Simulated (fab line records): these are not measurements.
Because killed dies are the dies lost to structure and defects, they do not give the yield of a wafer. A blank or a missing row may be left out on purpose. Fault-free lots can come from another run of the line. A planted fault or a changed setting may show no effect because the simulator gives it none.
fab line records -- flow n5-finfet -- part 2 of 2: steps 5 to 6 of 6
record lots=23, wafers=69, last-day=19
route steps=1938 shown BEOL_M0_SAQP@672 BEOL_M0_CUTY@712 BEOL_M0@716
lots that met no fault: taken from a fault-free run of the same line
start-h: the number of hours between the record's first day and the start of the first shown wafer of the lot -- wait-h: how many hours have passed since the lot's step before this one -- " identical to the entry in the row above -- L1.1+2: several wafers, shown together as one row -- - either no value or no given start -- * or withheld: withheld -- < > ~ a bound
route shown NAME@n: NAME is a module with steps in the file, n the number in the route of the first one -- usual: the fault-free wafers' mean and standard deviation -- same: alike in all rows -- chamber/n: place in a boat -- sites: per-site readings -- _std_site: how widely they spread, as a standard deviation -- _edge_site: outer sites' mean less inner sites' -- radius-mm: for every site, how far away it sits from the centre of the wafer -- mask NAME#n: copy n -- behind: the tool/chamber that last shaped the wafer -- hold: the reason the lot was held/the length of the hold in hours/how it ended -- device: names the non-switching transistor (n, p or np) -- end of line: the tests these same wafers got at the end of their route -- where a step has no rows: the recipe by itself -- killed: the dies lost at the first sort to structure and to defects; this is not the yield of the wafer -- map: per-die view of a wafer (x killed, . not killed, _ where there is no die)
set.NAME: the run value of the setting; set.NAME@STEP: its run value at that earlier step -- model.NAME: the simulator's own value behind a step, which no gauge read
route steps across a sampled set of lots; one table per step, one row per wafer
services: when a tool's chamber went out of use (start-h, in hours from the record's first day, below 0 if earlier), for how many hours, and the reason
## steps
# step N5_BEOL_M0_CUTY_ETCH_62
# recipe chemistry=CF4, target=SiARC, mask-material=CAR-ArF-block, time-s=58.5, ion-energy-ev=80, pressure-mtorr=40, source-w=545, bias-w=36, Ar_flow_sccm=100, cf4-flow-sccm=100, ends=cleared
# usual drypump-motor-current-A=5.8/0.41, etch-rf-on-time-s=59.2/1.7, oes-product-au=0.67/0.085, rf-vpp-V=183.7/1, showerhead-plenum-p-Torr=2.13/0.064, throttle-valve-pct=15.72/0.21
lot.wafer,tool,chamber,start-h,wait-h,drypump-motor-current-A,etch-rf-on-time-s,oes-product-au,rf-hours-counter-h,rf-vpp-V,showerhead-plenum-p-Torr,throttle-valve-pct
L074.1,rie-diel-01,0,113.63,0.0,6.0,62.6,0.61,176,185.2,2.22,15.96
L074.2,rie-diel-01,3,113.63,0.0,5.2,58.4,0.63,183,181.3,2.06,15.75
L074.3,rie-diel-01,2,113.63,0.0,6.1,60.7,0.60,205,183.2,2.13,15.84
L075.1,rie-diel-04,2,117.59,0.0,6.0,57.6,0.58,251,185.3,2.19,15.98
L075.3,rie-diel-04,0,117.59,0.0,5.7,58.4,0.73,52,182.6,2.08,15.57
L075.5,rie-diel-04,0,117.59,0.0,5.7,58.7,0.73,-,182.8,2.08,15.55
L077.1,rie-diel-01,0,133.95,0.0,6.0,62.0,0.60,185,185.2,2.22,15.99
L077.2,rie-diel-01,1,133.95,0.0,5.5,58.2,0.82,8,183.1,2.11,15.66
L077.5,rie-diel-01,2,133.95,0.0,6.1,61.0,0.60,-,184.2,2.13,15.86
L078.2,rie-diel-05,3,142.16,0.0,6.6,58.1,0.59,229,184.9,2.20,15.69
L078.3,rie-diel-05,0,142.16,0.0,6.5,58.6,0.61,183,182.8,2.12,15.82
L078.4,rie-diel-05,1,142.16,0.0,5.8,56.7,0.81,5,183.4,2.11,15.55
L079.1,rie-diel-01,2,144.81,0.0,6.1,60.5,0.59,217,183.5,2.13,15.85
L079.2,rie-diel-01,1,144.81,0.0,5.5,58.2,0.81,11,184.4,2.11,15.68
L079.6,rie-diel-01,3,144.81,0.0,5.2,58.9,0.62,-,182.3,2.06,15.75
L080.1,rie-diel-01,2,156.06,0.0,6.1,61.1,0.59,221,182.7,2.12,15.88
L080.3,rie-diel-01,1,156.06,0.0,5.5,58.3,0.80,16,182.1,2.11,15.67
L080.5,rie-diel-01,2,156.06,0.0,6.1,61.4,0.59,-,182.8,2.12,15.88
L081.1,rie-diel-01,3,157.58,0.0,5.2,58.3,0.62,199,182.5,2.06,15.78
L081.2,rie-diel-01,1,157.58,0.0,5.5,58.4,0.80,17,183.9,2.11,15.68
L081.6,rie-diel-01,2,157.58,0.0,6.1,60.2,0.60,-,183.5,2.12,15.86
L082.1,rie-diel-01,2,162.28,0.0,6.1,60.9,0.59,223,183.8,2.12,15.86
L082.4,rie-diel-01,3,162.28,0.0,5.2,59.0,0.62,201,182.2,2.06,15.77
L082.5,rie-diel-01,0,162.28,0.0,6.0,62.1,0.59,-,185.6,2.22,15.99
L083.3,rie-diel-01,3,170.37,0.0,5.2,58.2,0.62,203,184.3,2.05,15.76
L083.4,rie-diel-01,1,170.37,0.0,5.5,58.3,0.79,21,182.2,2.11,15.67
L083.6,rie-diel-01,2,170.37,0.0,6.1,60.4,0.59,-,182.9,2.12,15.87
L084.1,rie-diel-04,2,175.21,0.0,6.1,56.5,0.82,9,184.7,2.19,15.52
L084.3,rie-diel-04,1,175.21,0.0,5.8,61.3,0.73,35,183.8,2.18,15.23
L084.6,rie-diel-04,2,175.21,0.0,6.0,56.0,0.81,-,185.1,2.19,15.52
L085.1,rie-diel-01,2,181.21,0.0,6.1,61.0,0.58,231,183.8,2.12,15.88
L085.2,rie-diel-01,3,181.21,0.0,5.2,58.5,0.61,208,182.7,2.05,15.78
L085.4,rie-diel-01,1,181.21,0.0,5.5,58.6,0.78,25,183.9,2.10,15.68
L087.1,rie-diel-01,3,192.58,0.0,5.2,59.3,0.60,213,182.4,2.05,15.80
L087.2,rie-diel-01,2,192.58,0.0,6.1,61.2,0.57,236,184.5,2.12,15.89
L087.3,rie-diel-01,0,192.58,0.0,6.0,62.0,0.59,202,185.0,2.21,16.01
L086.2,rie-diel-04,0,193.17,0.0,5.7,60.4,0.69,84,183.4,2.07,15.62
L086.5,rie-diel-04,3,193.17,0.0,6.0,58.2,0.61,-,181.8,2.03,15.40
L086.6,rie-diel-04,2,193.17,0.0,6.0,57.0,0.79,-,184.4,2.19,15.54
L088.1,rie-diel-05,1,197.81,0.0,5.7,56.5,0.77,26,183.8,2.10,15.61
L088.4,rie-diel-05,3,197.81,0.0,6.6,59.1,0.58,248,184.1,2.19,15.73
L088.5,rie-diel-05,0,197.81,0.0,6.4,57.8,0.61,-,184.2,2.11,15.88
L089.2,rie-diel-01,0,203.43,0.0,6.0,62.0,0.58,206,184.4,2.21,16.02
L089.3,rie-diel-01,3,203.43,0.0,5.2,58.9,0.61,217,182.2,2.05,15.80
L089.6,rie-diel-01,1,203.43,0.0,5.5,58.3,0.77,-,183.9,2.10,15.69
L090.1,rie-diel-01,3,207.02,0.0,5.2,59.0,0.61,219,183.1,2.05,15.80
L090.3,rie-diel-01,1,207.02,0.0,5.5,58.6,0.77,36,184.1,2.10,15.70
L090.5,rie-diel-01,1,207.02,0.0,5.5,58.1,0.77,-,183.9,2.10,15.71
L091.1,rie-diel-04,0,215.00,0.0,5.7,58.1,0.70,88,183.2,2.07,15.63
L091.4,rie-diel-04,2,215.00,0.0,6.0,56.5,0.79,-,184.2,2.19,15.55
L091.6,rie-diel-04,3,215.00,0.0,6.0,57.4,0.61,-,183.3,2.03,15.41
L092.1,rie-diel-05,3,226.38,0.0,6.6,58.0,0.86,1,183.5,2.19,15.26
L092.3,rie-diel-05,0,226.38,0.0,6.5,58.3,0.59,216,182.4,2.10,15.90
L092.6,rie-diel-05,2,226.38,0.0,5.1,58.7,0.67,-,186.1,2.26,15.63
L093.3,rie-diel-05,2,227.09,0.0,5.1,59.2,0.67,109,185.7,2.26,15.64
L093.4,rie-diel-05,0,227.09,0.0,6.4,57.9,0.60,216,183.9,2.10,15.89
L093.5,rie-diel-05,1,227.09,0.0,5.8,56.9,0.74,-,184.3,2.10,15.60
L094.1,rie-diel-05,1,230.90,0.0,5.8,56.7,0.74,41,184.4,2.10,15.64
L094.2,rie-diel-05,2,230.90,0.0,5.1,58.9,0.67,111,185.0,2.26,15.63
L094.4,rie-diel-05,3,230.90,0.0,6.6,57.3,0.86,3,183.3,2.19,15.24
L095.1,rie-diel-05,3,237.82,0.0,6.6,58.3,0.84,5,183.1,2.19,15.25
L095.4,rie-diel-05,2,237.82,0.0,5.1,59.6,0.66,113,185.4,2.26,15.65
L095.5,rie-diel-05,1,237.82,0.0,5.7,57.4,0.73,-,182.0,2.10,15.65
L096.1,rie-diel-01,1,248.02,0.0,5.5,58.8,0.73,53,183.9,2.10,15.75
L096.5,rie-diel-01,3,248.02,0.0,5.2,59.0,0.59,-,183.5,2.04,15.84
L096.6,rie-diel-01,0,248.02,0.0,6.0,61.8,0.58,-,183.9,2.20,16.06
L097.2,rie-diel-01,3,250.79,0.0,5.2,59.0,0.60,236,183.0,2.04,15.83
L097.3,rie-diel-01,1,250.79,0.0,5.5,58.5,0.74,54,183.9,2.10,15.75
L097.6,rie-diel-01,3,250.79,0.0,5.2,59.1,0.60,-,183.6,2.04,15.82
# step N5_BEOL_M0_HM_OPEN_105
# recipe chemistry=Cl2/BCl3, target-depth-a=120, target=TiN, ion-energy-ev=150, pressure-mtorr=10, icp-w=1000, bias-w=126, Cl2_flow_sccm=53.25, bcl3-flow-sccm=21.75, Ar_flow_sccm=25
# usual drypump-motor-current-A=6.0/0.45, oes-product-au=0.76/0.1, throttle-valve-pct=21.90/0.16
lot.wafer,tool,chamber,start-h,wait-h,drypump-motor-current-A,oes-product-au,rf-hours-counter-h,throttle-valve-pct
L074.1,rie-metal-03,1,115.69,1.9,5.9,0.72,71,21.86
L074.2,rie-metal-03,0,115.69,1.9,5.2,0.61,129,22.09
L074.3,rie-metal-03,1,115.69,1.9,5.9,0.73,-,21.83
L075.1,rie-metal-02,1,118.38,0.6,6.1,0.92,3,21.95
L075.3,rie-metal-02,0,118.38,0.6,6.3,0.79,-,21.65
L075.5,rie-metal-02,1,118.38,0.6,6.1,0.92,-,21.97
L077.1,rie-metal-01,0,134.79,0.6,6.6,0.83,22,21.80
L077.2,rie-metal-01,1,134.79,0.6,5.7,0.67,77,22.07
L077.5,rie-metal-01,1,134.79,0.6,5.7,0.67,-,22.07
L078.2,rie-metal-03,1,143.69,1.3,5.9,0.72,73,21.87
L078.3,rie-metal-03,1,143.69,1.3,5.9,0.72,-,21.88
L078.4,rie-metal-03,0,143.69,1.3,5.1,0.61,-,22.08
L079.1,rie-metal-03,1,145.31,0.3,5.9,0.72,73,21.88
L079.2,rie-metal-03,0,145.31,0.3,5.2,0.60,131,22.09
L079.6,rie-metal-03,1,145.31,0.3,5.9,0.72,-,21.87
L080.1,rie-metal-02,1,160.01,3.7,6.1,0.90,7,21.99
L080.3,rie-metal-02,0,160.01,3.7,6.3,0.79,-,21.62
L080.5,rie-metal-02,1,160.01,3.7,6.1,0.90,-,21.96
L081.1,rie-metal-03,0,160.23,2.4,5.2,0.60,133,22.10
L081.2,rie-metal-03,1,160.23,2.4,5.9,0.72,75,21.86
L081.6,rie-metal-03,1,160.23,2.4,5.9,0.71,-,21.89
L082.1,rie-metal-03,0,163.68,1.2,5.2,0.61,133,22.08
L082.4,rie-metal-03,1,163.68,1.2,5.9,0.72,-,21.85
L082.5,rie-metal-03,0,163.68,1.2,5.1,0.61,-,22.10
L083.3,rie-metal-03,0,170.92,0.3,5.1,0.60,-,22.09
L083.4,rie-metal-03,1,170.92,0.3,5.9,0.71,-,21.88
L083.6,rie-metal-03,0,170.92,0.3,5.1,0.60,-,22.10
L084.1,rie-metal-01,1,175.54,0.1,5.7,0.64,81,22.10
L084.3,rie-metal-01,1,175.54,0.1,5.7,0.66,-,22.09
L084.6,rie-metal-01,1,175.54,0.1,5.7,0.65,-,22.10
L085.1,rie-metal-01,1,184.73,3.3,5.7,0.65,82,22.10
L085.2,rie-metal-01,0,184.73,3.3,6.6,0.81,27,21.79
L085.4,rie-metal-01,0,184.73,3.3,6.6,0.81,-,21.78
L087.1,rie-metal-01,1,193.18,0.4,5.7,0.65,82,22.08
L087.2,rie-metal-01,0,193.18,0.4,6.6,0.80,27,21.80
L087.3,rie-metal-01,1,193.18,0.4,5.7,0.64,-,22.10
L086.2,rie-metal-02,1,193.47,0.1,6.1,0.89,10,21.97
L086.5,rie-metal-02,1,193.47,0.1,6.1,0.89,-,21.98
L086.6,rie-metal-02,0,193.47,0.1,6.3,0.78,-,21.65
L088.1,rie-metal-02,1,205.20,7.2,6.1,0.87,10,21.98
L088.4,rie-metal-02,1,205.20,7.2,6.1,0.88,-,21.98
L088.5,rie-metal-02,0,205.20,7.2,6.3,0.77,-,21.64
L089.2,rie-metal-03,0,205.72,2.1,5.1,0.98,2,22.01
L089.3,rie-metal-03,0,205.72,2.1,5.1,0.99,-,22.01
L089.6,rie-metal-03,1,205.72,2.1,5.9,0.70,-,21.90
L090.1,rie-metal-02,0,209.02,1.8,6.3,0.77,40,21.65
L090.3,rie-metal-02,0,209.02,1.8,6.3,0.77,-,21.64
L090.5,rie-metal-02,1,209.02,1.8,6.1,0.87,-,22.00
L091.1,rie-metal-01,0,218.27,3.1,6.6,0.80,30,21.81
L091.4,rie-metal-01,1,218.27,3.1,5.7,0.65,-,22.10
L091.6,rie-metal-01,1,218.27,3.1,5.7,0.64,-,22.08
L092.1,rie-metal-02,0,230.11,3.5,6.3,0.77,41,21.65
L092.3,rie-metal-02,1,230.11,3.5,6.1,0.86,-,22.00
L092.6,rie-metal-02,1,230.11,3.5,6.1,0.87,-,22.00
L093.3,rie-metal-01,1,230.12,2.8,5.7,0.65,-,22.08
L093.4,rie-metal-01,0,230.12,2.8,6.6,0.79,-,21.80
L093.5,rie-metal-01,1,230.12,2.8,5.7,0.65,-,22.11
L094.1,rie-metal-02,1,231.74,0.6,6.1,0.87,12,21.99
L094.2,rie-metal-02,0,231.74,0.6,6.3,0.77,41,21.67
L094.4,rie-metal-02,0,231.74,0.6,6.3,0.76,-,21.64
L095.1,rie-metal-03,0,239.82,1.8,5.1,0.96,4,22.04
L095.4,rie-metal-03,0,239.82,1.8,5.1,0.95,-,22.02
L095.5,rie-metal-03,0,239.82,1.8,5.1,0.96,-,22.01
L096.1,rie-metal-02,1,248.42,0.2,6.1,0.86,14,21.98
L096.5,rie-metal-02,0,248.42,0.2,6.3,0.77,-,21.66
L096.6,rie-metal-02,1,248.42,0.2,6.1,0.86,-,21.99
L097.2,rie-metal-02,0,251.11,0.1,6.4,0.76,43,21.67
L097.3,rie-metal-02,1,251.11,0.1,6.1,0.85,-,22.00
L097.6,rie-metal-02,0,251.11,0.1,6.3,0.76,-,21.66
## services
tool,chamber,start-h,hours,kind
rie-diel-02,1,92.78,49.6,repair
rie-diel-01,1,93.06,-,clean
rie-diel-03,2,105.84,32.7,repair
rie-diel-04,3,107.95,21.0,repair
rie-diel-06,3,124.73,5.6,repair
rie-diel-03,1,144.34,6.4,repair
ald-sin-02,1,153.56,13.7,repair
ald-sin-01,1,167.29,8.2,repair
rie-diel-03,3,169.40,-,clean
rie-diel-03,3,169.40,-,consumable-replace:focus-ring
rie-diel-03,3,169.40,13.7,scheduled-down
rie-diel-03,3,169.40,13.7,vent-cycle
ald-sin-01,-,178.37,14.0,pm
rie-diel-01,0,183.48,7.8,repair
rie-diel-04,-,194.32,14.6,pm
ald-sin-01,1,207.69,18.5,repair
ald-sin-02,3,209.62,2.7,repair
rie-diel-04,1,212.79,3.3,repair
rie-diel-03,1,215.68,5.8,repair
rie-diel-01,0,225.24,4.7,repair
ald-sin-04,1,231.85,2.8,repair
rie-diel-05,-,234.04,0.4,repair
rie-metal-01,-,238.84,2.8,pm
rie-diel-06,3,249.61,2.6,repair
